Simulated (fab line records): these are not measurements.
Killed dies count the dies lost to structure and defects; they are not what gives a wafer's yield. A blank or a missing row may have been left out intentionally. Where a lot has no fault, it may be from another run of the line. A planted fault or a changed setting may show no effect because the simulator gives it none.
Split-lot experiment	flow n5Finfet	on a route of 1938 steps: 7 lots, 39 wafers read

== THE SPLIT ==
At N5_DUMMY_GATE_ETCH_31 (etches SiO2 in C4F6/O2, target depth 82.5 nm, time 27.5 s), the setting targetDepthA was moved away from the recipe's 825 angstrom on 15 of the 39 wafers read, by -11.4% to +3.5%. All remaining wafers had this setting at the recipe value.

The reading is taken at the split's own step.

== THE READING ==
SOC_of_DUMMY_GATE_COAT_34.thkNm (the simulator's own value, which no gauge read), in nm, at N5_DUMMY_GATE_ETCH_31 (etches SiO2 in C4F6/O2, target depth 82.5 nm, time 27.5 s). The file gives no usual value for it. Average 51.7 nm, standard deviation 0.23 nm, over the 24 wafers here run with the recipe.

wafer	tool, chamber at the split	targetDepthA as run, angstrom	against the recipe	SOC_of_DUMMY_GATE_COAT_34.thkNm, nm	against lot-mates on the recipe
L077.1	rieDiel-06, 0	825	recipe	51.8	-
L077.2	rieDiel-06, 3	825	recipe	51.6	-
L077.3	rieDiel-06, 1	825	recipe	51.8	-
L077.4	rieDiel-06, 2	825	recipe	51.8	-
L077.5	rieDiel-06, 1	825	recipe	51.8	-
L077.6	rieDiel-06, 0	825	recipe	51.8	-
L082.1	rieDiel-06, 0	742.6	-10.0%	52.4	+0.7
L082.2	rieDiel-06, 3	742.6	-10.0%	52.2	+0.5
L082.3	rieDiel-06, 2	825	recipe	51.6	-
L082.4	rieDiel-06, 1	825	recipe	51.6	-
L082.5	rieDiel-06, 2	825	recipe	51.8	-
L082.6	rieDiel-06, 3	742.6	-10.0%	52.4	+0.7
L088.1	rieDiel-02, 2	825	recipe	52	-
L088.4	rieDiel-02, 1	825	recipe	51.6	-
L088.5	rieDiel-02, 0	825	recipe	51.6	-
L089.1	rieDiel-05, 2	853.6	+3.5%	51	-0.5
L089.2	rieDiel-05, 0	825	recipe	51.4	-
L089.3	rieDiel-05, 1	853.6	+3.5%	50.4	-1.1
L089.4	rieDiel-05, 3	853.6	+3.5%	51.6	+0.1
L089.5	rieDiel-05, 3	825	recipe	51.8	-
L089.6	rieDiel-05, 0	825	recipe	51.2	-
L095.1	rieDiel-06, 1	745.1	-9.7%	52.6	+0.7
L095.2	rieDiel-06, 0	745.1	-9.7%	52.6	+0.7
L095.3	rieDiel-06, 3	745.1	-9.7%	52.6	+0.7
L095.4	rieDiel-06, 2	825	recipe	51.8	-
L095.5	rieDiel-06, 3	825	recipe	51.8	-
L095.6	rieDiel-06, 2	825	recipe	52	-
L096.1	rieDiel-05, 2	731.3	-11.4%	52.6	+1.2
L096.2	rieDiel-05, 1	825	recipe	51	-
L096.3	rieDiel-05, 0	731.3	-11.4%	52.4	+1.0
L096.4	rieDiel-05, 3	825	recipe	51.8	-
L096.5	rieDiel-05, 0	825	recipe	51.4	-
L096.6	rieDiel-05, 3	731.3	-11.4%	53	+1.6
L097.1	rieDiel-06, 2	825	recipe	51.8	-
L097.2	rieDiel-06, 0	825	recipe	51.8	-
L097.3	rieDiel-06, 3	740.3	-10.3%	52.6	+0.8
L097.4	rieDiel-06, 1	740.3	-10.3%	52.6	+0.8
L097.5	rieDiel-06, 0	740.3	-10.3%	52.8	+1.0
L097.6	rieDiel-06, 3	825	recipe	51.8	-

FIT RESULTS
A straight line over all 39 wafers: SOC_of_DUMMY_GATE_COAT_34.thkNm changes by -0.0931 nm for each +1% of targetDepthA; r = -0.87; the points scatter about the line by 0.27 nm.
The same after taking each lot's own level away (the mean of its wafers on the recipe; 39 wafers): -0.0901 nm for each +1%; r = -0.89; scatter 0.24 nm.
On that fit, the largest move of targetDepthA shifts the reading by 1 nm.
The lots' own levels span 51.40 to 51.87 nm, that is 2.0 times the standard deviation above.
The two slopes agree, so the slope changes little with the lot-to-lot level.
Check: +0.975 nm against its lot-mates is what the line predicts for one of the wafers moved furthest among these (-11.4%) when that wafer is left out of the fit. Against them it came out at +1.2 nm.

== OTHER SPLITS ON THESE WAFERS ==
These wafers also went through other splits before the reading. Each is held against what the fit with the lots' levels taken away leaves over:
other split on the same wafers	wafers away from the commonest value	r with SOC_of_DUMMY_GATE_COAT_34.thkNm (lot level and that fit taken away)
N5_FIN_SAQP_ETCH_52 sourceW	12	-0.15
N5_DUMMY_GATE_EXPOSE_12 doseMj	15	-0.06
N5_DUMMY_GATE_ETCH_37 sourceW	9	-0.12

== THE WHOLE CHAIN: every reading that the file lists as answering this split, in the file's order ==
step	what it does	reading	change (the file's fit)	r (the file's)
N5_DUMMY_GATE_ETCH_31	etches SiO2 in C4F6/O2, target depth 82.5 nm, time 27.5 s	etch.depthNm (the simulator's own value, which no gauge read)	+0.858 nm for each +1% of the setting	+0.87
N5_DUMMY_GATE_ETCH_31	etches SiO2 in C4F6/O2, target depth 82.5 nm, time 27.5 s	SOC_of_DUMMY_GATE_COAT_34.thkNm (the simulator's own value, which no gauge read)	-0.0879 nm for each +1% of the setting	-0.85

== THE FILE'S OWN FIT ==
SOC_of_DUMMY_GATE_COAT_34.thkNm changes by -0.0879 nm for each +1% of targetDepthA, r = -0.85.
